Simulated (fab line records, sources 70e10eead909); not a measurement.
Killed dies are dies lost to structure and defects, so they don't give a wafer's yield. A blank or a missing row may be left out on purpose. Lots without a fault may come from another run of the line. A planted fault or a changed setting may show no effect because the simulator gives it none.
One fault seen from 2 desks | flow nand_harc | each desk has only its own numbers; what lay behind them comes last

THE TOOL OWNER'S DESK: lpcvd_poly-04
The tool's own readings at NHARC_P_GATE_CVD_17 (deposits poly-Si, target thk 150 nm, time 900 s): means of the sampled wafers that have a number, for each lot that ran on this tool. A lot is out of limits, marked OUT, if its mean lies more than 4 standard deviations from the usual mean; the brackets give that distance.
Columns: A = run_length_s at NHARC_P_GATE_CVD_17, usual 901.4 s; B = spike_tc_bottom_C at NHARC_P_GATE_CVD_17, usual 642.3 C; C = zone_power_bottom_pct at NHARC_P_GATE_CVD_17, usual 13.0 %
lot  | first seen here | A     | B     | C
L156 | day 4 14:02     | 901.4 | 642.7 | 13.1
L157 | day 4 19:20     | 902.1 | 641.0 | 13.2
L158 | day 4 19:20     | 901.7 | 641.8 | 13.0
L162 | day 5 20:11     | 901.5 | 641.3 | 13.1
L163 | day 6 05:17     | 902.0 | 642.1 | 13.1
L166 | day 6 23:31     | 901.5 | 641.3 | 13.0
L167 | day 6 23:31     | 901.4 | 641.4 | 13.0
This desk's finding: nothing out of limits on any of the 7 lots.

THE METROLOGY DESK
What the gauges read, lot by lot, whatever tool the lot ran on: means of the sampled wafers that have a number. A lot is out of limits, marked OUT, if its mean lies more than 4 standard deviations from the usual mean; the brackets give that distance.
Columns: A = cd_nm at NHARC_P_ZERO_WELL_CD_MEAS_24, usual 719.6 nm; B = cd_nm at NHARC_P_GATE_CD_MEAS_26, usual 120.2 nm
lot  | first seen here | A     | B
L156 | day 1 14:28     | 719.1 | 120.8
L157 | day 1 20:29     | 719.5 | 120.0
L158 | day 2 02:35     | 719.6 | 119.3
L162 | day 3 02:36     | 720.5 | 120.3
L163 | day 3 08:36     | 720.1 | 121.0
L164 | day 3 14:20     | 716.4 | 119.9
L165 | day 3 20:28     | 720.4 | 119.5
L166 | day 4 02:27     | 719.5 | 120.9
L167 | day 4 08:28     | 721.0 | 120.1
L170 | day 5 02:30     | 717.6 | 119.4
L171 | day 5 08:29     | 720.9 | 120.1
L174 | day 6 02:38     | 721.6 | 120.1
L175 | day 6 08:29     | 719.6 | 120.1
L179 | day 7 08:41     | 715.4 | 120.1
This desk's finding: nothing out of limits on any of the 14 lots.

PUT TOGETHER
The tool owner's desk saw nothing out of limits.
The metrology desk saw nothing out of limits.

WHAT THE SIMULATOR HAD PUT IN
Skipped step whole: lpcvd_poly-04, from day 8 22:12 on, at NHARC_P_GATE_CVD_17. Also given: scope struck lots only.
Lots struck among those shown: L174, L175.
